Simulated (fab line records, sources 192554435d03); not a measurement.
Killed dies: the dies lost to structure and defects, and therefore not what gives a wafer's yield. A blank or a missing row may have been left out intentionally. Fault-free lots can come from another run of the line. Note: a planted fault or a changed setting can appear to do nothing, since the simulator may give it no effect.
Struck lot and sound lot, side by side	flow n5Finfet	35 steps out of a route of 1938
Sound: the wafers L618.3, L618.5, L618.6. Wafers struck: L620.1, L620.4, L620.5. The cause is named last.
Each step with rows lists, per side, the tool, then ch with its chambers, then its first start. Under that, the readings that differ: sound wafers	struck wafers	difference of the means	sigmas: that difference in standard deviations of wafers without a fault.
alike: a reading whose means differ by less than 2 such deviations, as well as words and numbers matching on both sides. not compared: withheld readings; readings where some wafer has no value; bounds like >300 that might hide an equal value; numbers whose values overlap and for which the record gives no deviation.
The two part at a step that has a row with sigmas, a row that says differs or no value, or rows on one side only. Numbers that have no deviation but don't overlap get no sigmas and don't part them. A reading that every wafer of one side lacks parts them only if that side has two wafers or more.

first, 11 steps without rows for these wafers: N5_BEOL_M10_HM_STRIP_39 (strips TiN in peroxide tin strip, target depth 25 nm, time 158 s); N5_BEOL_M10_SRD_40 (time 30 s); N5_BEOL_M10_PRECLEAN_42 (cleans in residue remover, time 60 s); N5_BEOL_M10_SRD_43 (time 30 s); N5_BEOL_M10_CURE_72 (cures SiCOH lowk, time 120 s); N5_BEOL_M10_DEGAS_44 (time 60 s); N5_BEOL_M10_PRE_CLEAN_45 (time 30 s); N5_BEOL_M10_ALD_74 (deposits TaN, target thk 2 nm, pulse time 2 s, purge time 3 s); N5_BEOL_M10_SURFACE_TREAT_76; N5_BEOL_M10_CVD_75 (deposits Co from CCTBA/H2, target thk 2 nm, time 138.9 s); N5_BEOL_M10_SPUTTER_48 (material Cu, target thk 12 nm, time 2 s).
N5_BEOL_M10_ECD_50: material Cu, target thk 318 nm.
  sound on ecdCu-01 ch 0,1, day 12 20:19; struck on ecdCu-01 ch 0, day 13 06:10
then, 22 steps without rows for these wafers: N5_BEOL_M10_ANNEAL_51 (time 90 s); N5_BEOL_M10_CMP_52 (polishes, stops on SiCOH lowk, t overpolish 7 s, target thk 140 nm); N5_BEOL_M10_PRE_CLEAN_55 (time 15 s); N5_BEOL_M10_DEP_56 (deposits SiCN from 3MS/NH3, target thk 15 nm, time 26.5 s); N5_BEOL_M11_ILD_DEP_00 (deposits SiCOH lowk from DEMS/porogen, target thk 308.51 nm, time 58 s); N5_BEOL_M11_CURE_71 (cures SiCOH lowk, time 240 s); N5_BEOL_M11_PECVD_70 (deposits SiO2 from TEOS/O2, target thk 20 nm, time 22.7 s); N5_BEOL_M11_HM_DEP_02 (deposits TiN, target thk 20 nm); N5_BEOL_M11_COAT_59 (time 60 s, resist thk 100 nm); N5_BEOL_M11_COAT_60 (time 60 s, resist thk 30 nm); N5_BEOL_M11_COAT_05 (resist thk 90 nm); N5_BEOL_M11_EBR_07; N5_BEOL_M11_SOFTBAKE_06 (time 60 s); N5_BEOL_M11_EXPOSE_08 (exposes mask M11); N5_BEOL_M11_PEB_09 (peb time 60 s); N5_BEOL_M11_DEVELOP_10 (develop time 30 s); N5_BEOL_M11_DESCUM_16 (chemistry O2, time 7.9 s); N5_BEOL_M11_ETCH_61 (etches SiARC in CF4, target depth 39 nm, time 65 s); N5_BEOL_M11_ETCH_62 (etches SOC in N2/H2, target depth 110 nm, overetch 22 nm, time 165 s); N5_BEOL_M11_STRIP_68 (strips in N2/H2); N5_BEOL_M11_STRIP_67 (strips in CF4); N5_BEOL_M11_HM_OPEN_17 (chemistry Cl2/BCl3, target TiN, target depth 20 nm, overetch 6 nm).
N5_PASSIVATION_PROBE_49:
  rows exist in the record for the struck wafers here (prober-01, day 15 04:48), but not for the sound ones

== WHERE THEY PART ==
Only at N5_PASSIVATION_PROBE_49, as far as this record shows.

WHY: what the simulator had put in
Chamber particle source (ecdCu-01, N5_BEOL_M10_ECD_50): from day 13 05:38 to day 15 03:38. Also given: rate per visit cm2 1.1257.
